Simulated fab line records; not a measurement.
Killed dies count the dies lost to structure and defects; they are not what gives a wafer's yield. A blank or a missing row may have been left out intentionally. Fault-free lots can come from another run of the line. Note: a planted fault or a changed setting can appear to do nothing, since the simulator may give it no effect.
Which tool was responsible? | flow n5 finfet | Sampling: 22 lots, 66 wafers, 5 of 1938 route steps

== WHAT THE GAUGES SHOWED, per wafer ==
N5_BEOL_M8_RS_MEAS_57: measures by four-point-probe. Usual: M8_RS 0.289 ohm/sq, standard deviation 0.0078.
lot  | measured     | on            | M8_RS (ohm/sq)    | flag
L074 | day 11 01:32 | film metro-02 | 0.296 0.291 0.293 |
L075 | day 11 04:55 | film metro-02 | 0.278 0.299 0.311 |
L076 | day 11 05:53 | film metro-02 | 0.291 0.285 0.291 |
L077 | day 11 14:43 | film metro-01 | 0.288 0.293 0.281 |
L078 | day 11 21:32 | film metro-01 | 0.286 0.287 0.304 |
L079 | day 12 14:42 | film metro-02 | 0.288 0.293 0.291 |
L081 | day 12 16:31 | film metro-01 | 0.296 0.283 0.302 |
L082 | day 12 21:59 | film metro-01 | 0.288 0.281 0.286 |
L083 | day 13 01:29 | film metro-01 | 0.296 0.287 0.285 |
L084 | day 13 06:52 | film metro-01 | 0.292 0.293 0.291 |
L087 | day 13 19:05 | film metro-01 | 0.287 0.283 0.300 |
L085 | day 14 01:48 | film metro-02 | 0.292 0.291 0.280 |
L086 | day 14 06:14 | film metro-02 | 0.291 0.276 0.295 |
L089 | day 14 09:38 | film metro-02 | 0.294 0.282 0.296 |
L091 | day 14 16:53 | film metro-02 | 0.280 0.289 0.294 |
L092 | day 14 19:45 | film metro-02 | 0.276 0.278 0.283 |
L090 | day 15 08:19 | film metro-01 | 0.293 0.279 0.283 |
L095 | day 15 19:48 | film metro-02 | 0.280 0.280 0.283 |
L093 | day 15 21:34 | film metro-01 | 0.299 0.289 0.297 |
L094 | day 16 08:56 | film metro-02 | 0.288 0.288 0.284 |
L097 | day 17 05:56 | film metro-02 | 0.299 0.294 0.294 |
L096 | day 17 09:22 | film metro-01 | 0.291 0.276 0.290 |

== EACH LOT AND THE TOOL THAT RAN IT (in order: tool; ch and the chambers of the sampled wafers; start) ==
lot  | N5_BEOL_M8_HM_DEP_02         | N5_BEOL_M8_ETCH_65                 | N5_BEOL_M8_VIA_ETCH_34             | N5_BEOL_M8_CMP_52
L074 | pvd sputter-02, day 10 18:43 | rie diel-05 ch 0,1, day 10 21:26   | rie diel-05 ch 0,1, day 10 21:34   | cmp-01 ch 1,2, day 11 01:05
L075 | pvd sputter-01, day 10 21:56 | rie diel-05 ch 2,3, day 11 00:26   | rie diel-05 ch 2,3, day 11 00:34   | cmp-04 ch 0,1,3, day 11 04:29
L076 | pvd sputter-02, day 10 22:28 | rie diel-02 ch 0,2, day 11 00:45   | rie diel-02 ch 0,2, day 11 00:53   | cmp-03 ch 0,1, day 11 05:13
L077 | pvd sputter-02, day 11 07:34 | rie diel-02 ch 1,2,3, day 11 11:26 | rie diel-02 ch 1,2,3, day 11 11:34 | cmp-04 ch 0,2, day 11 14:19
L078 | pvd sputter-03, day 11 15:12 | rie diel-02 ch 1,2,3, day 11 17:30 | rie diel-02 ch 1,2,3, day 11 17:38 | cmp-04 ch 0,2,3, day 11 21:09
L079 | pvd sputter-01, day 12 07:19 | rie diel-06 ch 0,1,2, day 12 12:03 | rie diel-06 ch 0,1,2, day 12 12:11 | cmp-01 ch 1,2, day 12 14:16
L081 | pvd sputter-02, day 12 07:25 | rie diel-05 ch 0,1,3, day 12 12:11 | rie diel-05 ch 0,1,3, day 12 12:19 | cmp-03 ch 0,2, day 12 16:05
L082 | pvd sputter-03, day 12 16:29 | rie diel-06 ch 0,1,3, day 12 19:01 | rie diel-06 ch 0,1,3, day 12 19:08 | cmp-03 ch 2,3, day 12 21:33
L083 | pvd sputter-03, day 12 19:43 | rie diel-02 ch 0,2,3, day 12 22:23 | rie diel-02 ch 0,2,3, day 12 22:31 | cmp-04 ch 0,1,3, day 13 01:07
L084 | pvd sputter-01, day 12 22:55 | rie diel-06 ch 0,1, day 13 03:13   | rie diel-06 ch 0,1, day 13 03:21   | cmp-04 ch 1,2, day 13 06:26
L087 | pvd sputter-03, day 13 11:59 | rie diel-05 ch 0,1, day 13 15:50   | rie diel-05 ch 0,1, day 13 15:58   | cmp-01 ch 0,1,3, day 13 18:46
L085 | pvd sputter-01, day 13 20:29 | rie diel-05 ch 0,2,3, day 13 22:59 | rie diel-05 ch 0,2,3, day 13 23:07 | cmp-01 ch 0,2,3, day 14 01:27
L086 | pvd sputter-03, day 14 01:02 | rie diel-05 ch 0,1,3, day 14 02:40 | rie diel-05 ch 0,1,3, day 14 02:47 | cmp-04 ch 0,1,2, day 14 05:53
L089 | pvd sputter-01, day 14 03:23 | rie diel-06 ch 0,3, day 14 06:37   | rie diel-06 ch 0,3, day 14 06:45   | cmp-03 ch 1,2, day 14 09:13
L091 | pvd sputter-01, day 14 10:58 | rie diel-05 ch 0,1,3, day 14 12:22 | rie diel-05 ch 0,1,3, day 14 12:29 | cmp-04 ch 0,1, day 14 16:26
L092 | pvd sputter-01, day 14 12:34 | rie diel-02 ch 2,3, day 14 16:35   | rie diel-02 ch 2,3, day 14 16:43   | cmp-01 ch 0,3, day 14 19:20
L090 | pvd sputter-03, day 15 02:29 | rie diel-02 ch 0,2,3, day 15 05:32 | rie diel-02 ch 0,2,3, day 15 05:40 | cmp-01 ch 0,1,3, day 15 07:58
L095 | pvd sputter-03, day 15 13:07 | rie diel-06 ch 0,1, day 15 15:58   | rie diel-06 ch 0,1, day 15 16:06   | cmp-01 ch 1,2,3, day 15 19:27
L093 | pvd sputter-01, day 15 16:46 | rie diel-06 ch 0,3, day 15 18:34   | rie diel-06 ch 0,3, day 15 18:42   | cmp-04 ch 1,2, day 15 21:10
L094 | pvd sputter-01, day 15 23:31 | rie diel-05 ch 0,2, day 16 04:50   | rie diel-05 ch 0,2, day 16 04:58   | cmp-03 ch 0,2,3, day 16 08:31
L097 | pvd sputter-01, day 17 00:49 | rie diel-06 ch 0,3, day 17 03:04   | rie diel-06 ch 0,3, day 17 03:12   | cmp-01 ch 1,2,3, day 17 05:33
L096 | pvd sputter-01, day 17 01:02 | rie diel-02 ch 0,1,2, day 17 06:27 | rie diel-02 ch 0,1,2, day 17 06:35 | cmp-03 ch 0,2,3, day 17 08:59
- N5_BEOL_M8_HM_DEP_02: deposits TiN, target thk 20 nm.
- N5_BEOL_M8_ETCH_65: etches SiARC in CF4, target depth 15.6 nm, time 26 s.
- N5_BEOL_M8_VIA_ETCH_34: etches SiCOH lowk in C4F6/O2, target depth 125.5 nm, time 50.5 s.
- N5_BEOL_M8_CMP_52: polishes, stops on SiCOH lowk, t overpolish 6.9 s, target thk 80 nm.

== AS READ BY THE TOOLS THEMSELVES (means over the sampled wafers that have a number; for cases with no such wafer, the mark the record gives instead) ==
N5_BEOL_M8_HM_DEP_02. Usual: throttle valve pct reads 30.1 % (standard deviation 1).
lot  | tool           | throttle valve pct (%) | flag
L074 | pvd sputter-02 | 29.7                   |
L075 | pvd sputter-01 | 30.0                   |
L076 | pvd sputter-02 | 30.1                   |
L077 | pvd sputter-02 | 30.5                   |
L078 | pvd sputter-03 | 30.3                   |
L079 | pvd sputter-01 | 30.4                   |
L081 | pvd sputter-02 | 31.0                   |
L082 | pvd sputter-03 | 29.9                   |
L083 | pvd sputter-03 | 29.7                   |
L084 | pvd sputter-01 | 30.2                   |
L087 | pvd sputter-03 | 29.1                   |
L085 | pvd sputter-01 | 31.4                   |
L086 | pvd sputter-03 | 29.5                   |
L089 | pvd sputter-01 | 30.2                   |
L091 | pvd sputter-01 | 30.4                   |
L092 | pvd sputter-01 | 30.5                   |
L090 | pvd sputter-03 | 29.5                   |
L095 | pvd sputter-03 | 29.6                   |
L093 | pvd sputter-01 | 30.6                   |
L094 | pvd sputter-01 | 29.9                   |
L097 | pvd sputter-01 | 29.2                   |
L096 | pvd sputter-01 | 30.1                   |

N5_BEOL_M8_ETCH_65. Usual: drypump motor current A 5.7 A, standard deviation 0.42; etch rf on time s 26.0 s, standard deviation 0.57; oes product au 0.67 a.u., standard deviation 0.072; rf vpp V 184.2 V, standard deviation 0.94; showerhead plenum p Torr 2.15 Torr, standard deviation 0.044; throttle valve pct 15.63 %, standard deviation 0.19.
lot  | tool        | drypump motor current A (A) | etch rf on time s (s) | oes product au (a.u.) | rf vpp V (V) | showerhead plenum p Torr (Torr) | throttle valve pct (%) | flag
L074 | rie diel-05 | 6.0                         | 26.2                  | 0.60                  | 183.6        | 2.12                            | 15.83                  |
L075 | rie diel-05 | 5.4                         | 26.6                  | 0.62                  | 183.6        | 2.13                            | 15.61                  |
L076 | rie diel-02 | 5.4                         | 25.7                  | 0.63                  | 185.1        | 2.18                            | 15.86                  |
L077 | rie diel-02 | 5.7                         | 26.4                  | 0.68                  | 185.1        | 2.18                            | 15.59                  |
L078 | rie diel-02 | 5.7                         | 26.3                  | 0.67                  | 184.9        | 2.18                            | 15.61                  |
L079 | rie diel-06 | 5.9                         | 26.3                  | 0.67                  | 183.8        | 2.16                            | 15.61                  |
L081 | rie diel-05 | 5.6                         | 25.8                  | 0.64                  | 183.9        | 2.13                            | 15.72                  |
L082 | rie diel-06 | 5.8                         | 26.1                  | 0.67                  | 184.7        | 2.15                            | 15.59                  |
L083 | rie diel-02 | 5.8                         | 25.4                  | 0.74                  | 185.4        | 2.20                            | 15.55                  |
L084 | rie diel-06 | 5.8                         | 25.9                  | 0.71                  | 184.7        | 2.17                            | 15.52                  |
L087 | rie diel-05 | 6.0                         | 26.3                  | 0.59                  | 184.2        | 2.11                            | 15.87                  |
L085 | rie diel-05 | 5.7                         | 26.1                  | 0.70                  | 184.2        | 2.12                            | 15.52                  |
L086 | rie diel-05 | 5.6                         | 25.7                  | 0.63                  | 183.4        | 2.12                            | 15.74                  |
L089 | rie diel-06 | 5.8                         | 26.2                  | 0.63                  | 183.1        | 2.12                            | 15.70                  |
L091 | rie diel-05 | 5.6                         | 25.8                  | 0.63                  | 184.0        | 2.12                            | 15.75                  |
L092 | rie diel-02 | 6.0                         | 25.9                  | 0.68                  | 184.9        | 2.19                            | 15.60                  |
L090 | rie diel-02 | 5.8                         | 25.8                  | 0.71                  | 184.9        | 2.19                            | 15.59                  |
L095 | rie diel-06 | 5.8                         | 26.1                  | 0.68                  | 183.9        | 2.16                            | 15.59                  |
L093 | rie diel-06 | 5.8                         | 25.8                  | 0.63                  | 184.1        | 2.12                            | 15.73                  |
L094 | rie diel-05 | 5.7                         | 26.4                  | 0.69                  | 184.1        | 2.11                            | 15.51                  |
L097 | rie diel-06 | 5.8                         | 26.1                  | 0.62                  | 183.1        | 2.12                            | 15.75                  |
L096 | rie diel-02 | 5.3                         | 26.1                  | 0.71                  | 184.2        | 2.14                            | 15.53                  |

N5_BEOL_M8_VIA_ETCH_34. Usual: drypump motor current A 5.7 A, standard deviation 0.42; oes_f_703_au 0.78 a.u., standard deviation 0.08; oes product au 0.78 a.u., standard deviation 0.084; rf vpp V 660 V, standard deviation 10; showerhead plenum p Torr 2.85 Torr, standard deviation 0.052; throttle valve pct 20.87 %, standard deviation 0.16.
lot  | tool        | drypump motor current A (A) | oes_f_703_au (a.u.) | oes product au (a.u.) | rf vpp V (V) | showerhead plenum p Torr (Torr) | throttle valve pct (%) | flag
L074 | rie diel-05 | 5.9                         | 0.71                | 0.71                  | 665          | 2.81                            | 21.09                  |
L075 | rie diel-05 | 5.4                         | 0.73                | 0.74                  | 663          | 2.84                            | 20.87                  |
L076 | rie diel-02 | 5.4                         | 0.75                | 0.73                  | 651          | 2.89                            | 21.07                  |
L077 | rie diel-02 | 5.7                         | 0.79                | 0.78                  | 658          | 2.89                            | 20.84                  |
L078 | rie diel-02 | 5.7                         | 0.78                | 0.79                  | 658          | 2.89                            | 20.85                  |
L079 | rie diel-06 | 5.9                         | 0.77                | 0.78                  | 674          | 2.85                            | 20.84                  |
L081 | rie diel-05 | 5.6                         | 0.75                | 0.74                  | 658          | 2.83                            | 20.95                  |
L082 | rie diel-06 | 5.8                         | 0.79                | 0.79                  | 660          | 2.85                            | 20.83                  |
L083 | rie diel-02 | 5.8                         | 0.86                | 0.86                  | 656          | 2.91                            | 20.78                  |
L084 | rie diel-06 | 5.8                         | 0.82                | 0.82                  | 669          | 2.87                            | 20.78                  |
L087 | rie diel-05 | 6.0                         | 0.69                | 0.68                  | 664          | 2.80                            | 21.12                  |
L085 | rie diel-05 | 5.7                         | 0.81                | 0.81                  | 663          | 2.83                            | 20.83                  |
L086 | rie diel-05 | 5.6                         | 0.74                | 0.73                  | 659          | 2.82                            | 20.98                  |
L089 | rie diel-06 | 5.8                         | 0.75                | 0.74                  | 656          | 2.82                            | 20.94                  |
L091 | rie diel-05 | 5.7                         | 0.73                | 0.73                  | 658          | 2.82                            | 21.00                  |
L092 | rie diel-02 | 6.0                         | 0.80                | 0.80                  | 654          | 2.89                            | 20.81                  |
L090 | rie diel-02 | 5.8                         | 0.83                | 0.82                  | 656          | 2.90                            | 20.80                  |
L095 | rie diel-06 | 5.8                         | 0.79                | 0.80                  | 668          | 2.86                            | 20.83                  |
L093 | rie diel-06 | 5.8                         | 0.74                | 0.73                  | 656          | 2.82                            | 20.97                  |
L094 | rie diel-05 | 5.7                         | 0.80                | 0.82                  | 667          | 2.80                            | 20.82                  |
L097 | rie diel-06 | 5.8                         | 0.73                | 0.72                  | 656          | 2.81                            | 20.98                  |
L096 | rie diel-02 | 5.3                         | 0.83                | 0.83                  | 653          | 2.84                            | 20.82                  |

N5_BEOL_M8_CMP_52. Usual: barrier field endpoint s 28.9 s, standard deviation 0.66; motor current A 6.1 A, standard deviation 0.62; overpolish run s 6.900 s, standard deviation 0.0088; time to endpoint s 62.3 s, standard deviation 2.7.
lot  | tool   | barrier field endpoint s (s) | motor current A (A) | overpolish run s (s) | time to endpoint s (s) | flag
L074 | cmp-01 | 29.1                         | 6.1                 | 6.895                | 60.2                   |
L075 | cmp-04 | 29.3                         | 6.3                 | 6.907                | 65.7                   |
L076 | cmp-03 | 28.7                         | 5.8                 | 6.903                | 60.9                   |
L077 | cmp-04 | 29.1                         | 6.1                 | 6.901                | 61.8                   |
L078 | cmp-04 | 28.4                         | 6.2                 | 6.898                | 62.2                   |
L079 | cmp-01 | 28.5                         | 5.8                 | 6.906                | 61.5                   |
L081 | cmp-03 | 28.7                         | 6.7                 | 6.902                | 63.1                   |
L082 | cmp-03 | 28.3                         | 6.0                 | 6.896                | 60.0                   |
L083 | cmp-04 | 29.5                         | 6.1                 | 6.900                | 64.7                   |
L084 | cmp-04 | 28.6                         | 5.9                 | 6.895                | 61.4                   |
L087 | cmp-01 | 29.2                         | 6.3                 | 6.899                | 62.3                   |
L085 | cmp-01 | 28.8                         | 6.0                 | 6.902                | 62.7                   |
L086 | cmp-04 | 28.8                         | 6.2                 | 6.906                | 62.1                   |
L089 | cmp-03 | 28.7                         | 5.6                 | 6.912                | 64.1                   |
L091 | cmp-04 | 28.3                         | 6.1                 | 6.900                | 61.3                   |
L092 | cmp-01 | 28.4                         | 6.7                 | 6.903                | 61.8                   |
L090 | cmp-01 | 29.1                         | 6.4                 | 6.901                | 63.2                   |
L095 | cmp-01 | 29.5                         | 5.6                 | 6.892                | 64.4                   |
L093 | cmp-04 | 28.8                         | 5.9                 | 6.899                | 60.4                   |
L094 | cmp-03 | 29.0                         | 6.6                 | 6.902                | 61.7                   |
L097 | cmp-01 | 28.3                         | 5.7                 | 6.903                | 63.1                   |
L096 | cmp-03 | 28.2                         | 6.6                 | 6.904                | 64.2                   |

== THE ANSWER, worked out from the rows above alone ==
Rule: lot off if the mean of its wafers having a number is beyond 3 standard deviations from the usual mean. Also off: a lot with no number at a reading for which 4 or more lots have one. Where the step has rows for the other lots, those lots are counted as sound. Order of review: gauges by route order, followed by the tools' own readings, for which a lot's mean as printed above is used. At the first step where some lot is off, the reading lying furthest off is the one used; lots without a number count as furthest.
No lot is off on any of the readings shown, so nothing can be concluded from this.

== WHAT THE SIMULATOR HAD INSERTED ==
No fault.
